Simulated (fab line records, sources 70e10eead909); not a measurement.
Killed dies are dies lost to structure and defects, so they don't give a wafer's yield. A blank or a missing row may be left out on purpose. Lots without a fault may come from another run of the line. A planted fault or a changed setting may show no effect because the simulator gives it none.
fab line records | flow nand_harc | part 2 of 2: steps 25 to 37 of 37
record lots=5 wafers=15 last_day=32
route steps=1302 shown P_GATE@127
lots that met no fault: from a run of the same line without faults
start_h: hours from the record's first day to the start of the lot's first wafer shown | wait_h: hours since the lot's step before | " the same as in the row above | L1.1+2: a row that stands for several wafers | - no value, or no start given | * or withheld: withheld | < > ~ a bound
route shown NAME@n: a module of which the file shows steps, and the number in the route of the first | usual: mean/standard deviation of fault-free wafers | same: alike in all rows | chamber/n: place in a boat | sites: the reading at each site | _std_site: their standard deviation | _edge_site: outer sites' mean less inner sites' | radius_mm: how far each site lies from the wafer's centre | mask NAME#n: copy n | behind: the tool/chamber that last shaped the wafer | hold: why the lot was held/for how many hours/how that ended | device: the transistor (n, p or np) that didn't switch | end of line: the same wafers' tests at the end of the route | a step without rows: its recipe alone | killed: dies lost to structure and defects at the first sort, not the wafer's yield | map: a wafer's dies, x killed, . not, _ none there
set.NAME: the setting as run; set.NAME@STEP: as run at that earlier step | model.NAME: the simulator's own value behind a step, which no gauge read
lots at some steps of the route; a table a step, a row a wafer
services: from which hour (start_h, from the record's first day; less than 0 if before it) a tool's chamber was out of use, for how many hours, and why
## steps
# step NHARC_P_GATE_CD_MEAS_33
# usual cd_nm=121.2/2.9
# columns lot.wafer tool chamber start_h wait_h cd_nm
L078.1 cd_sem-02 - 141.74 - 116.4
L078.4 " - " " 117.3
L078.5 " - " " 118.8
L087.1 cd_sem-03 - 226.51 - 118.4
L087.2 " - " " 121.4
L087.4 " - " " 122.8
L089.1 cd_sem-03 - 249.00 - 128.4
L089.4 " - " " 118.6
L089.5 " - " " 118.2
L091.1 cd_sem-03 - 271.97 - 119.0
L091.4 " - " " 123.2
L091.5 " - " " 120.2
L093.1 cd_sem-03 - 287.85 - 119.2
L093.5 " - " " 120.1
L093.6 " - " " 124.7
# step NHARC_P_GATE_STRIP_35
# recipe time_s=600 temp_c=130 chemistry=SPM
# columns lot.wafer tool chamber start_h wait_h
L078.1+4+5 wet_bench-06 6,2,3 141.83 0.1
L087.4+2+1 wet_bench-06 2,4,5 226.59 0.1
L089.4+1+5 wet_bench-09 4,7,0 249.09 0.1
L091.1+4+5 wet_bench-09 1,3,4 272.07 0.1
L093.5+6+1 wet_bench-06 0,1,2 287.94 0.1
# step NHARC_P_GATE_PRECLEAN_73
# recipe time_s=* temp_c=50 bath_age_min=0 chemistry=SC1
# columns lot.wafer tool chamber start_h wait_h
L078.1+4+5 wet_bench-06 6,2,3 - -
L087.4+2+1 wet_bench-06 2,4,5 - -
L089.4+1+5 wet_bench-09 4,7,0 - -
L091.1+4+5 wet_bench-09 1,3,4 - -
L093.5+6+1 wet_bench-06 0,1,2 - -
# step NHARC_P_GATE_SRD_74
# columns lot.wafer tool chamber start_h wait_h
L078.1+4+5 wet_bench-06 6,2,3 - -
L087.4+2+1 wet_bench-06 2,4,5 - -
L089.4+1+5 wet_bench-09 4,7,0 - -
L091.1+4+5 wet_bench-09 1,3,4 - -
L093.5+6+1 wet_bench-06 0,1,2 - -
# step NHARC_P_GATE_ALD_36
# recipe target_thk_a=200 pulse_time_s=60 ald_cycles=223 temp_c=400 material=SiNx
# usual heater_power_w=823/86 precursor_pulse_height_rel=0.999/0.02
# columns lot.wafer tool chamber start_h wait_h heater_power_w precursor_pulse_height_rel since_wet_clean_h
L078.1 ald_sin-04 1 144.26 - 822 1.013 51
L078.4 " 2 145.30 - 835 1.009 53
L078.5 " 0 147.36 - 826 1.004 -
L087.4 ald_sin-04 3 226.96 - 778 1.002 134
L087.1 " 0 228.01 - 847 0.996 135
L087.2 " 2 230.10 - 844 0.981 137
L089.1 ald_sin-03 3 251.58 - 847 0.998 74
L089.4 " 0 252.63 - 918 0.994 75
L089.5 " 2 254.75 - 793 0.969 -
L091.4 ald_sin-03 2 273.49 - 794 1.009 96
L091.1 " 0 275.61 - 949 0.971 98
L091.5 " 2 277.73 - 773 0.976 -
L093.1 ald_sin-03 3 289.36 - 854 0.989 111
L093.6 " 2 292.52 - 797 0.991 -
L093.5 " 3 293.57 - 856 0.957 -
# step NHARC_P_GATE_ETCHBACK_37
# recipe target_depth_a=345 time_s=17.2 chf3_flow_sccm=50 o2_flow_sccm=10 ar_flow_sccm=200 rf_w=500 bias_w=200 chemistry=CHF3/O2
# usual drypump_motor_current_A=5.6/0.34 o2_flow_sccm=10.003/0.029 oes_product_au=0.945/0.025 rf_vpp_V=371.1/2.1 showerhead_plenum_p_Torr=2.43/0.096 throttle_valve_pct=20.571/0.0083
# columns lot.wafer tool chamber start_h wait_h drypump_motor_current_A o2_flow_sccm oes_product_au rf_hours_counter_h rf_vpp_V showerhead_plenum_p_Torr throttle_valve_pct
L078.1 rie_diel-03 3 - - 5.7 10.060 0.913 1.7 369.8 2.38 20.595
L078.4 " 0 " " 5.5 9.970 0.922 1.3 368.9 2.33 20.565
L078.5 " 2 " " 6.0 9.995 0.922 - 374.1 2.58 20.573
L087.2 rie_diel-03 3 - - 5.7 10.019 0.918 7.3 369.8 2.38 20.567
L087.4 " 0 " " 5.5 9.990 0.925 4.5 369.1 2.33 20.575
L087.1 " 2 " " 6.0 9.994 0.919 7.1 374.1 2.58 20.577
L089.4 rie_diel-03 1 - - 6.0 10.030 0.922 7.6 372.7 2.51 20.559
L089.1 " 0 " " 5.5 9.996 0.927 4.8 367.6 2.33 20.571
L089.5 " 2 " " 6.0 10.021 0.934 - 374.9 2.58 20.566
L091.4 rie_diel-08 2 - - 5.3 10.005 1.001 7.1 371.9 2.48 20.577
L091.1 " 0 " " 5.5 10.003 0.986 5.6 367.5 2.25 20.557
L091.5 " 1 " " 5.1 10.020 1.003 - 368.2 2.33 20.570
L093.1 rie_diel-01 3 - - 5.6 10.027 0.940 4.3 369.4 2.38 20.571
L093.6 " 2 " " 5.8 10.006 0.940 - 372.4 2.51 20.568
L093.5 " 3 " " 5.6 10.003 0.941 - 370.5 2.38 20.570
# step NHARC_P_GATE_STRIP_101
# recipe time_s=20 o2_flow_sccm=500 ar_flow_sccm=0 bias_w=0 chemistry=O2
# usual drypump_motor_current_A=5.6/0.34 o2_flow_sccm=500.0/1.3 oes_product_au=1.003/0.0089 rf_vpp_V=58.0/0.97 showerhead_plenum_p_Torr=3.57/0.14 throttle_valve_pct=17.036/0.01
# columns lot.wafer tool chamber start_h wait_h drypump_motor_current_A o2_flow_sccm oes_product_au rf_hours_counter_h rf_vpp_V showerhead_plenum_p_Torr throttle_valve_pct
L078.4 rie_diel-03 0 151.66 0.1 5.5 499.6 0.991 1.3 56.9 3.43 17.036
L078.1 " 2 " " 6.0 501.4 1.005 1.6 60.0 3.79 17.027
L078.5 " 1 " " 6.0 497.1 0.987 - 58.2 3.68 17.051
L087.2 rie_diel-03 3 236.51 0.1 5.6 498.0 0.999 7.3 57.4 3.49 17.038
L087.4 " 0 " " 5.5 501.3 0.995 4.5 57.3 3.43 17.034
L087.1 " 1 " " 6.0 501.2 0.995 5.9 57.6 3.68 17.018
L089.4 rie_diel-03 2 259.09 0.1 6.0 497.1 1.011 8.9 58.3 3.78 17.020
L089.1 " 3 " " 5.7 500.6 0.994 9.0 58.3 3.49 17.041
L089.5 " 1 " " 6.0 500.0 0.989 - 58.4 3.68 17.043
L091.1 rie_diel-08 3 282.06 0.1 6.0 501.0 0.999 4.2 58.1 3.73 17.038
L091.4 " 1 " " 5.1 501.4 1.018 7.0 57.3 3.43 17.027
L091.5 " 3 " " 6.0 500.6 1.005 - 58.4 3.73 17.031
L093.1 rie_diel-01 1 298.19 0.4 5.3 501.1 1.009 4.2 58.6 3.48 17.030
L093.6 " 3 " " 5.6 500.9 0.997 - 57.3 3.49 17.021
L093.5 " 0 " " 5.0 498.6 1.013 - 59.3 3.62 17.067
# step NHARC_P_GATE_PRECLEAN_97
# recipe time_s=600 temp_c=120 chemistry=SPM
# columns lot.wafer tool chamber start_h wait_h
L078.5+4+1 wet_bench-03 6,7,0 151.77 -
L087.4+2+1 wet_bench-03 6,0,1 236.61 -
L089.1+4+5 wet_bench-06 4,6,0 259.17 -
L091.1+4+5 wet_bench-06 0,2,3 282.15 -
L093.6+5+1 wet_bench-03 2,4,5 298.29 -
# step NHARC_P_GATE_SRD_98
# columns lot.wafer tool chamber start_h wait_h
L078.5+4+1 wet_bench-03 6,7,0 - -
L087.4+2+1 wet_bench-03 6,0,1 - -
L089.1+4+5 wet_bench-06 4,6,0 - -
L091.1+4+5 wet_bench-06 0,2,3 - -
L093.6+5+1 wet_bench-03 2,4,5 - -
# step NHARC_P_GATE_PRECLEAN_99
# recipe time_s=* temp_c=50 bath_age_min=0 chemistry=SC1
# columns lot.wafer tool chamber start_h wait_h
L078.5+4+1 wet_bench-03 6,7,0 - -
L087.4+2+1 wet_bench-03 6,0,1 - -
L089.1+4+5 wet_bench-06 4,6,0 - -
L091.1+4+5 wet_bench-06 0,2,3 - -
L093.6+5+1 wet_bench-03 2,4,5 - -
# step NHARC_P_GATE_SRD_100
# columns lot.wafer tool chamber start_h wait_h
L078.5+4+1 wet_bench-03 6,7,0 - -
L087.4+2+1 wet_bench-03 6,0,1 - -
L089.1+4+5 wet_bench-06 4,6,0 - -
L091.1+4+5 wet_bench-06 0,2,3 - -
L093.6+5+1 wet_bench-03 2,4,5 - -
# step NHARC_P_GATE_DEHYDRATE_38
# recipe temp_c=150 time_s=120
# columns lot.wafer tool chamber start_h wait_h
L078.1+4+5 litho_track-07 0 152.16 -
L087.1+2+4 litho_track-02 0 237.01 -
L089.1+4+5 litho_track-07 0 259.57 -
L091.1+4+5 litho_track-07 0 282.55 -
L093.1+5+6 litho_track-02 0 298.68 -
# step NHARC_P_GATE_HMDS_39
# recipe time_s=30
# columns lot.wafer tool chamber start_h wait_h
L078.1+4+5 litho_track-07 0 - -
L087.1+2+4 litho_track-02 0 - -
L089.1+4+5 litho_track-07 0 - -
L091.1+4+5 litho_track-07 0 - -
L093.1+5+6 litho_track-02 0 - -
## services
# columns tool chamber start_h hours kind
rie_diel-03 - 104.30 9.0 pm
rie_diel-01 3 124.37 6.5 repair
rie_diel-01 0 131.77 10.1 repair
rie_diel-01 - 138.17 1.8 repair
rie_diel-03 0 152.75 22.0 repair
litho_track-01 - 155.00 7.0 pm
rie_diel-08 1 178.56 8.2 repair
litho_track-06 - 179.01 7.0 pm
rie_diel-01 - 183.56 0.4 repair
rie_diel-08 - 190.80 9.0 pm
wet_bench-06 - 193.60 8.0 pm
wet_bench-03 - 195.67 1.3 repair
litho_track-04 - 203.00 7.0 pm
rie_diel-01 - 203.81 9.0 pm
rie_diel-03 0 236.58 10.8 repair
rie_diel-08 - 244.33 0.6 repair
rie_diel-08 2 248.18 3.2 repair
rie_diel-08 3 266.12 7.6 repair
rie_diel-03 1 269.49 1.3 repair
wet_bench-06 - 270.53 3.2 repair
rie_diel-03 0 281.09 10.8 repair
rie_diel-03 - 281.30 9.0 pm
rie_diel-08 0 295.68 2.3 repair
rie_diel-08 - 295.75 0.6 repair
